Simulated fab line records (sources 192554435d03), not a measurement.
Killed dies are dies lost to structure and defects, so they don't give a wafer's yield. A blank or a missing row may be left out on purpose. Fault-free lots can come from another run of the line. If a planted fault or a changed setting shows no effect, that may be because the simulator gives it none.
Matching of chambers || flow n5-finfet || 4 sister chambers for N5_BEOL_M10_VIA_ETCH_34 on rie-diel-05
The step etches SiCOH lowk in C4F6/O2, target depth 184.5 nm, time 69.2 s. 4 wafers are shown with their chamber, then 9 later ones without.

## EACH WAFER AND ITS CHAMBER
{"wafer": "L079.1", "chamber": 1, "drypump-motor-current-A (A)": 5.6}
{"wafer": "L082.1", "chamber": 0, "drypump-motor-current-A (A)": 5.8}
{"wafer": "L085.5", "chamber": 3, "drypump-motor-current-A (A)": 5.2}
{"wafer": "L085.6", "chamber": 2, "drypump-motor-current-A (A)": 6.5}

## WAFERS WHOSE CHAMBER IS MISSING
{"wafer": "L089.2", "drypump-motor-current-A (A)": 5.7}
{"wafer": "L089.4", "drypump-motor-current-A (A)": 5.2}
{"wafer": "L089.5", "drypump-motor-current-A (A)": 5.7}
{"wafer": "L093.2", "drypump-motor-current-A (A)": 5.7}
{"wafer": "L093.4", "drypump-motor-current-A (A)": 5.8}
{"wafer": "L093.6", "drypump-motor-current-A (A)": 6.5}
{"wafer": "L091.3", "drypump-motor-current-A (A)": 5.6}
{"wafer": "L091.5", "drypump-motor-current-A (A)": 5.7}
{"wafer": "L091.6", "drypump-motor-current-A (A)": 5.6}

## WHICH CHAMBER EACH ONE RAN IN
{"wafer": "L089.2", "from the rows above": "can't be placed: 0 or 1", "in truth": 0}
{"wafer": "L089.4", "from the rows above": 3, "in truth": 3}
{"wafer": "L089.5", "from the rows above": "can't be placed: 0 or 1", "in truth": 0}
{"wafer": "L093.2", "from the rows above": "can't be placed: 0 or 1", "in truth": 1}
{"wafer": "L093.4", "from the rows above": 0, "in truth": 0}
{"wafer": "L093.6", "from the rows above": 2, "in truth": 2}
{"wafer": "L091.3", "from the rows above": 1, "in truth": 1}
{"wafer": "L091.5", "from the rows above": "can't be placed: 0 or 1", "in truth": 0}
{"wafer": "L091.6", "from the rows above": 1, "in truth": 1}
Placed correctly: 5 of 9. Cannot be placed on the basis of these rows: 4; the candidates contain the true chamber in 4. Placed wrongly: 0.
How it was worked out, from the rows above alone: a wafer's distance from a chamber is the root of the sum, over the readings, of the square of ((its reading less the chamber's mean) divided by the reading's scatter). The wafer belongs to the nearest chamber; if the next one is less than 2 further off, it can't be placed. The mean given for a chamber averages the wafers shown for that chamber. The scatter: with one shown wafer a chamber, the root of the mean of the squares of how far each hidden wafer lies from its nearest shown one.
